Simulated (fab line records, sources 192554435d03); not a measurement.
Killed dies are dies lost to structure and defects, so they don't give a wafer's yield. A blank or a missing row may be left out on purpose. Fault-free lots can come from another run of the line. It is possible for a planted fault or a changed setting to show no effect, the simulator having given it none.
Split-lot trial / flow n5Finfet / 7 lots, 21 wafers read, on a route of 1938 steps

== ABOUT THE SPLIT ==
At N5_BEOL_M7_ETCH_61 (etches SiARC in CF4, target depth 45.5 nm, time 75.8 s), the setting sourceW was moved away from the recipe's 545 W on 6 of the 21 wafers read, by -11.5% to +17.3%. This setting was run at the recipe's value on the other wafers.

The reading is taken at the split's own step.

== THE READING ==
rfVppV, in V, at N5_BEOL_M7_ETCH_61 (etches SiARC in CF4, target depth 45.5 nm, time 75.8 s). A value of 184.3 V with a standard deviation of 1.3 V is what fault-free wafers of this fab line usually give.

wafer=L075.1; tool, chamber at the split=rieDiel-02, 3; sourceW as run, W=545; against the recipe=recipe; rfVppV, V=186.3; against lot-mates on the recipe=-
wafer=L075.2; tool, chamber at the split=rieDiel-02, 1; sourceW as run, W=545; against the recipe=recipe; rfVppV, V=185.4; against lot-mates on the recipe=-
wafer=L075.3; tool, chamber at the split=rieDiel-02, 2; sourceW as run, W=545; against the recipe=recipe; rfVppV, V=183.9; against lot-mates on the recipe=-
wafer=L076.3; tool, chamber at the split=rieDiel-03, 2; sourceW as run, W=545; against the recipe=recipe; rfVppV, V=182.4; against lot-mates on the recipe=-
wafer=L076.4; tool, chamber at the split=rieDiel-03, 1; sourceW as run, W=545; against the recipe=recipe; rfVppV, V=185.3; against lot-mates on the recipe=-
wafer=L076.6; tool, chamber at the split=rieDiel-03, 3; sourceW as run, W=545; against the recipe=recipe; rfVppV, V=183.1; against lot-mates on the recipe=-
wafer=L081.1; tool, chamber at the split=rieDiel-02, 2; sourceW as run, W=545; against the recipe=recipe; rfVppV, V=183.5; against lot-mates on the recipe=-
wafer=L081.2; tool, chamber at the split=rieDiel-02, 0; sourceW as run, W=482.4; against the recipe=-11.5%; rfVppV, V=192.5; against lot-mates on the recipe=+9.0
wafer=L081.3; tool, chamber at the split=rieDiel-02, 3; sourceW as run, W=482.4; against the recipe=-11.5%; rfVppV, V=192.2; against lot-mates on the recipe=+8.7
wafer=L083.1; tool, chamber at the split=rieDiel-03, 3; sourceW as run, W=545; against the recipe=recipe; rfVppV, V=181.8; against lot-mates on the recipe=-
wafer=L083.2; tool, chamber at the split=rieDiel-03, 0; sourceW as run, W=625.4; against the recipe=+14.8%; rfVppV, V=174.1; against lot-mates on the recipe=-9.7
wafer=L083.3; tool, chamber at the split=rieDiel-03, 1; sourceW as run, W=545; against the recipe=recipe; rfVppV, V=185.7; against lot-mates on the recipe=-
wafer=L086.3; tool, chamber at the split=rieDiel-06, 2; sourceW as run, W=545; against the recipe=recipe; rfVppV, V=182.8; against lot-mates on the recipe=-
wafer=L086.4; tool, chamber at the split=rieDiel-06, 3; sourceW as run, W=637; against the recipe=+16.9%; rfVppV, V=176.2; against lot-mates on the recipe=-6.6
wafer=L086.6; tool, chamber at the split=rieDiel-06, 2; sourceW as run, W=637; against the recipe=+16.9%; rfVppV, V=174.0; against lot-mates on the recipe=-8.8
wafer=L089.1; tool, chamber at the split=rieDiel-03, 3; sourceW as run, W=545; against the recipe=recipe; rfVppV, V=182.7; against lot-mates on the recipe=-
wafer=L089.3; tool, chamber at the split=rieDiel-03, 2; sourceW as run, W=545; against the recipe=recipe; rfVppV, V=182.7; against lot-mates on the recipe=-
wafer=L089.4; tool, chamber at the split=rieDiel-03, 0; sourceW as run, W=545; against the recipe=recipe; rfVppV, V=183.3; against lot-mates on the recipe=-
wafer=L090.4; tool, chamber at the split=rieDiel-03, 0; sourceW as run, W=545; against the recipe=recipe; rfVppV, V=182.6; against lot-mates on the recipe=-
wafer=L090.5; tool, chamber at the split=rieDiel-03, 1; sourceW as run, W=639.5; against the recipe=+17.3%; rfVppV, V=175.6; against lot-mates on the recipe=-7.5
wafer=L090.6; tool, chamber at the split=rieDiel-03, 0; sourceW as run, W=545; against the recipe=recipe; rfVppV, V=183.5; against lot-mates on the recipe=-

THE FIT
A straight line over all 21 wafers: rfVppV changes by -0.581 V for each +1% of sourceW; r = -0.95; the points scatter about the line by 1.5 V.
The same after taking each lot's own level away (the mean of its wafers on the recipe; 21 wafers): -0.557 V for each +1%; r = -0.95; scatter 1.4 V.
According to that fit, moving sourceW by its largest amount changes the reading by 9.7 V.
The lots' own levels span 182.80 to 185.20 V, that is 1.8 times the standard deviation above.
So the lot-to-lot level changes the slope little: the two slopes agree.
Check: with one of the wafers moved furthest among these (+17.3%) left out of the fit, the line predicts -9.77 V for it against its lot-mates. It came out at -7.45 V against them.
Tool readings at the split's step, against how far the setting was moved: etchRfOnTimeS r = -0.96; rfVppV r = -0.95.

== OTHER SPLITS ON THESE WAFERS ==
Note: prior to the reading, these wafers also went through further splits. Each is held against what the fit with the lots' levels taken away leaves over:
other split on the same wafers=N5_BEOL_M5_ETCH_62 sourceW; wafers away from the commonest value=9; r with rfVppV (lot level and that fit taken away)=-0.24
other split on the same wafers=N5_BEOL_M6_ILD_DEP_00 timeS; wafers away from the commonest value=6; r with rfVppV (lot level and that fit taken away)=-0.15
other split on the same wafers=N5_BEOL_M6_EXPOSE_08 doseMj; wafers away from the commonest value=6; r with rfVppV (lot level and that fit taken away)=+0.54
other split on the same wafers=N5_BEOL_M7_COAT_05 spinRpm; wafers away from the commonest value=6; r with rfVppV (lot level and that fit taken away)=+0.24

== THE WHOLE CHAIN: every reading that the file lists as answering this split, in the file's order ==
step=N5_BEOL_M7_ETCH_61; what it does=etches SiARC in CF4, target depth 45.5 nm, time 75.8 s; reading=etchRfOnTimeS; change (the file's fit)=withheld for each +1% of the setting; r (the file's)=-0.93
step=N5_BEOL_M7_ETCH_61; what it does=etches SiARC in CF4, target depth 45.5 nm, time 75.8 s; reading=rfVppV; change (the file's fit)=-0.54 V for each +1% of the setting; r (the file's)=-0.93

== THE FILE'S OWN FIT ==
rfVppV changes by -0.54 V for each +1% of sourceW, r = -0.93.
